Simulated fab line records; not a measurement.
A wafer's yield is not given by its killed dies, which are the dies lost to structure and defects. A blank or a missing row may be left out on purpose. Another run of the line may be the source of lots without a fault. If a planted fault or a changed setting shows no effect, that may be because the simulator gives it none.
A lot that was struck, set against a sound lot || flow nandHarc || 24 out of 1159 route steps
Sound: wafers L783.1, L783.2, L783.5. Wafers L793.4, L793.5, L793.6 were the ones struck. The cause is given at the end.
Order at every step that has rows: each side's tool, ch and its chambers, its first start. Under that, the readings that differ: sound wafers || struck wafers || difference of the means || sigmas: that difference in standard deviations of wafers without a fault.
alike: words and numbers the same on both sides, and readings whose means are apart by under 2 such deviations; not compared: readings that were withheld, readings missing a value for some wafer, numbers with overlapping values and no deviation given by the record, and bounds like >300 which may hide the same value.
Wherever a step has rows on one side only, a row that says differs or no value, or a row with sigmas, the two part there. Numbers that have no deviation but don't overlap get no sigmas and don't part them. A reading missing from all wafers of one side parts the sides only when that side holds two or more wafers.

NHARC_P_M0_INSPECT_27:
  sound on defectInspect-01, day 7 19:58; struck on defectInspect-02, day 10 10:13
  alike: rawDefectCount
NHARC_P_M0_PRE_CLEAN_31: time 12 s.
  sound on pecvd-03 ch 0,1,2, day 7 20:01; struck on pecvd-04 ch 0,1,2, day 10 10:19
  alike: heaterPowerW
NHARC_P_M0_DEP_32: deposits SiCN, target thk 30 nm.
  sound on pecvd-03 ch 0,1,2, day 7 20:06; struck on pecvd-04 ch 0,1,2, day 10 10:29
  alike: heaterPowerW
then, 8 steps without rows for these wafers: NHARC_P_M1_DEP_00 (deposits SiOC, target thk 182.5 nm); NHARC_P_M1_DEHYDRATE_01 (time 120 s); NHARC_P_M1_HMDS_02 (time 30 s); NHARC_P_M1_COAT_34 (time 65 s); NHARC_P_M1_COAT_03 (resist thk 90 nm); NHARC_P_M1_SOFTBAKE_04 (time 55 s); NHARC_P_M1_EBR_05; NHARC_P_M1_EXPOSE_06 (exposes mask P M1, target cd 130 nm).
NHARC_P_M1_PEB_07: peb time 65 s.
  sound on lithoTrack-06 ch 0, day 7 21:15; struck on lithoTrack-01 ch 0, day 10 12:11
{"reading": "heaterPowerTotalW (W)", "sound": "157.1 156.0 156.5", "struck": "186.5 187.0 186.8", "difference": "+30.2", "sigmas": "+74"}
{"reading": "plateTempC (C)", "sound": "100.11 99.73 99.98", "struck": "113.74 113.75 114.15", "difference": "+13.94", "sigmas": "+99 or more"}
  alike: resistLineTempC
then, 1 step without rows for these wafers: NHARC_P_M1_DEVELOP_08 (develop time 35 s).
NHARC_P_M1_CD_MEAS_09 targets a cd of 130 nm.
  sound on cdSem-02 ch 0, day 7 21:20; struck on cdSem-02 ch 0, day 10 12:16
{"reading": "cdNm (nm)", "sound": "130.1 130.0 130.1", "struck": "167.5 167.1 167.0", "difference": "+37.1", "sigmas": "+62"}
NHARC_P_M1_OVL_MEAS_10: pitch 260 nm.
  sound on overlay-02, day 7 21:25; struck on overlay-01, day 10 12:21
  alike: overlayXNm, overlayYNm
NHARC_P_M1_INSPECT_11:
  sound on defectInspect-02, day 7 21:27; struck on defectInspect-02, day 10 12:23
  alike: rawDefectCount
NHARC_P_M1_DESCUM_14: chemistry O2, time 3 s.
  sound on rieDiel-08 ch 0,3, day 7 21:31; struck on rieDiel-08 ch 0,3, day 10 12:26
{"reading": "model.P_M1.cdNm (nm)", "sound": "130.9 130.4 130.2", "struck": "167.1 167.5 166.3", "difference": "+36.5", "sigmas": ""}
  alike: drypumpMotorCurrentA, oesProductAu, rfVppV, showerheadPlenumPTorr, throttleValvePct
  not compared: rfHoursCounterH
NHARC_P_M1_ETCH_35: etches the open film in N2/H2, target depth 40 nm, overetch 12 nm, time 43.94 s.
  sound on rieDiel-08 ch 1,2,3, day 7 21:37; struck on rieDiel-08 ch 0,1,3, day 10 12:32
  alike: drypumpMotorCurrentA, oesProductAu, rfVppV, showerheadPlenumPTorr, throttleValvePct
  not compared: rfHoursCounterH
NHARC_P_M1_ETCH_15: etches the open film in C4F8/Ar, target depth 182.5 nm, time 91.2 s.
  sound on rieDiel-08 ch 1,2,3; struck on rieDiel-08 ch 0,1
  alike: oesProductAu, rfVppV
  not compared: rfHoursCounterH
NHARC_P_M1_CD_MEAS_16:
  sound on cdSem-03, day 7 21:49; struck on cdSem-02, day 10 12:45
{"reading": "cdNm (nm)", "sound": "131.0 130.4 130.3", "struck": "166.7 167.2 165.8", "difference": "+36.0", "sigmas": "+48"}
NHARC_P_M1_STRIP_18: strips in N2/H2.
  sound on rieDiel-08 ch 0,2, day 7 21:54; struck on rieDiel-04 ch 0,3, day 10 12:51
  alike: drypumpMotorCurrentA, oesProductAu, rfVppV, showerheadPlenumPTorr, throttleValvePct
  not compared: rfHoursCounterH
NHARC_P_M1_ETCH_28: etches the open film in CF4/N2, target depth 30 nm, time 72.99 s.
  sound on rieDiel-08 ch 1,2,3; struck on rieDiel-04 ch 1,2,3
{"reading": "model.P_M1.cdNm (nm)", "sound": "130.9 130.6 130.5", "struck": "167.2 166.7 165.7", "difference": "+35.9", "sigmas": ""}
  alike: drypumpMotorCurrentA, oesProductAu, rfVppV, showerheadPlenumPTorr, throttleValvePct
  not compared: rfHoursCounterH
then, 2 steps without rows for these wafers: NHARC_P_M1_STRIP_19 (strips in post etch residue remover, time 600 s); NHARC_END_SORT_01.

== WHERE THEY PART ==
Earliest at NHARC_P_M1_PEB_07; latest, in this record, at NHARC_P_M1_CD_MEAS_16. Later steps at which nothing parts them and some readings are alike: NHARC_P_M1_STRIP_18, NHARC_P_M1_ETCH_28.

WHY: whatever the simulator had introduced
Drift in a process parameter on lithoTrack-01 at NHARC_P_M1_PEB_07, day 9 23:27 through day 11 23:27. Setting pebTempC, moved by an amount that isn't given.
